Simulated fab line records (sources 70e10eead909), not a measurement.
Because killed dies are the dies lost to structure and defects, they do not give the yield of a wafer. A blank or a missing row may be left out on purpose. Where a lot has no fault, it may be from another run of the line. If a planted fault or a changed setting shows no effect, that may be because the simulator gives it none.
Chamber matching    flow nand_harc    3 sister chambers for NHARC_A_M1_PRE_CLEAN_32 on pecvd-01
The step time 12 s. 14 wafers are shown with their chamber, then 7 later ones without.

== WAFERS WITH THEIR CHAMBER ==
wafer   chamber  heater_power_w (W)  heater_power_outer_w (W)  susceptor_temp_C (C)
L074.1  1        589                 328                       369.95
L074.3  0        690                 362                       370.17
L074.6  2        647                 414                       370.10
L080.2  2        703                 461                       369.93
L080.3  1        638                 366                       370.19
L080.5  2        732                 466                       370.15
L082.1  0        806                 461                       369.92
L082.3  2        675                 430                       370.00
L082.5  2        667                 435                       370.18
L084.3  1        617                 358                       370.01
L084.4  2        645                 431                       369.88
L084.6  0        846                 471                       369.95
L090.2  0        755                 436                       369.87
L090.5  0        770                 426                       370.00

SIGNATURES (averages over the wafers above)
reading               chamber 0  chamber 1  chamber 2  scatter within a chamber
heater_power_w        773.40     614.67     678.17     43.2
heater_power_outer_w  431.20     350.67     439.50     30.3
susceptor_temp_C      369.9820   370.0500   370.0400   0.12
Rule: distance of a wafer from a chamber = root of the sum over the readings of ((wafer's reading minus chamber's mean) / reading's scatter) squared. If the next closest chamber is less than 2 further off than the closest, the wafer can't be placed; otherwise it belongs to the closest. The scatter is the square root of a quotient: the sum, over the shown wafers, of each reading's squared deviation from its chamber's mean, divided by wafers minus chambers.

== WAFERS WHOSE CHAMBER IS MISSING ==
wafer   heater_power_w (W)  heater_power_outer_w (W)  susceptor_temp_C (C)
L090.6  609                 344                       369.83
L094.1  585                 338                       370.41
L094.2  719                 456                       370.21
L094.4  695                 468                       370.24
L096.2  692                 447                       369.86
L096.5  561                 315                       370.09
L096.6  711                 382                       369.81

== WHICH CHAMBER EACH WENT THROUGH ==
wafer   from the rows above           in truth
L090.6  1                             1
L094.1  can't be placed: 1 or 2       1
L094.2  can't be placed: 2 or 0       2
L094.4  can't be placed: 2 or 0       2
L096.2  can't be placed: 2 or 0       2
L096.5  1                             1
L096.6  can't be placed: 0 or 2 or 1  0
Correct placement for 2 of the 7. Not placeable from these rows: 5 (in 5, the candidates include the true chamber). Number placed wrongly: 0.
